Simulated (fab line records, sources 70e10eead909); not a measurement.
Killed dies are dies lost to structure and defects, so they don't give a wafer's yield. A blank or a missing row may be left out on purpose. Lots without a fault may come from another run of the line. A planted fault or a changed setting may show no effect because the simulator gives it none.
Chamber matching | flow nand_harc | NHARC_A_CHANNEL_FILL_D1_ALD_14 on ald_hk-01: 4 sister chambers
The step deposits SiO2, target thk 2.5 nm, pulse time 10 s, ald cycles 25. 16 wafers are shown with their chamber, then 8 later ones without.

WAFERS WITH THEIR CHAMBER
wafer  | chamber | heater_power_w (W) | precursor_pulse_height_rel | susceptor_temp_C (C)
L076.1 | 2       | 450                | 1.005                      | 299.77
L076.2 | 1       | 468                | 0.983                      | 300.35
L076.5 | 0       | 383                | 0.982                      | 299.77
L077.2 | 0       | 373                | 0.995                      | 300.03
L077.3 | 2       | 443                | 0.994                      | 300.02
L077.6 | 2       | 458                | 0.957                      | 300.04
L078.1 | 3       | 465                | 0.974                      | 300.58
L078.3 | 1       | 460                | 1.024                      | 299.91
L078.5 | 1       | 467                | 1.016                      | 299.70
L079.2 | 0       | 384                | 1.001                      | 300.25
L079.5 | 3       | 482                | 0.996                      | 299.82
L079.6 | 0       | 378                | 0.983                      | 300.16
L086.3 | 0       | 384                | 0.995                      | 299.95
L086.5 | 0       | 384                | 1.017                      | 299.85
L086.6 | 1       | 453                | 1.011                      | 300.06
L088.4 | 0       | 378                | 1.015                      | 299.80

SIGNATURES (means of the wafers above)
reading                    | chamber 0 | chamber 1 | chamber 2 | chamber 3 | scatter within a chamber
heater_power_w             | 380.57    | 462.00    | 450.33    | 473.50    | 6.55
precursor_pulse_height_rel | 0.99829   | 1.00850   | 0.98533   | 0.98500   | 0.0174
susceptor_temp_C           | 299.9729  | 300.0050  | 299.9433  | 300.2000  | 0.252
Rule: a wafer's distance from a chamber is the root of the sum, over the readings, of the square of ((its reading less the chamber's mean) divided by the reading's scatter). The wafer belongs to the nearest chamber; if the next one is less than 2 further off, it can't be placed. The scatter: the root of (the sum of the squares of (reading less its chamber's mean) over the shown wafers, divided by (wafers less chambers)).

WAFERS WITHOUT THEIR CHAMBER
wafer  | heater_power_w (W) | precursor_pulse_height_rel | susceptor_temp_C (C)
L088.5 | 385                | 0.988                      | 299.94
L088.6 | 433                | 1.039                      | 300.35
L092.1 | 383                | 1.006                      | 299.90
L092.2 | 449                | 0.974                      | 300.15
L092.3 | 477                | 0.989                      | 300.06
L096.1 | 484                | 0.958                      | 299.80
L096.2 | 446                | 1.008                      | 299.85
L096.6 | 462                | 0.982                      | 300.25

WHICH CHAMBER EACH WENT THROUGH
wafer  | from the rows above          | in truth
L088.5 | 0                            | 0
L088.6 | can't be placed: 2 or 1      | 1
L092.1 | 0                            | 0
L092.2 | can't be placed: 2 or 1      | 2
L092.3 | can't be placed: 3 or 1      | 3
L096.1 | can't be placed: 3 or 1      | 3
L096.2 | can't be placed: 2 or 1      | 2
L096.6 | can't be placed: 3 or 1 or 2 | 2
Placed correctly: 2 of 8. Can't be placed from these rows: 6 (the true chamber is among the candidates in 6). Placed wrongly: 0.
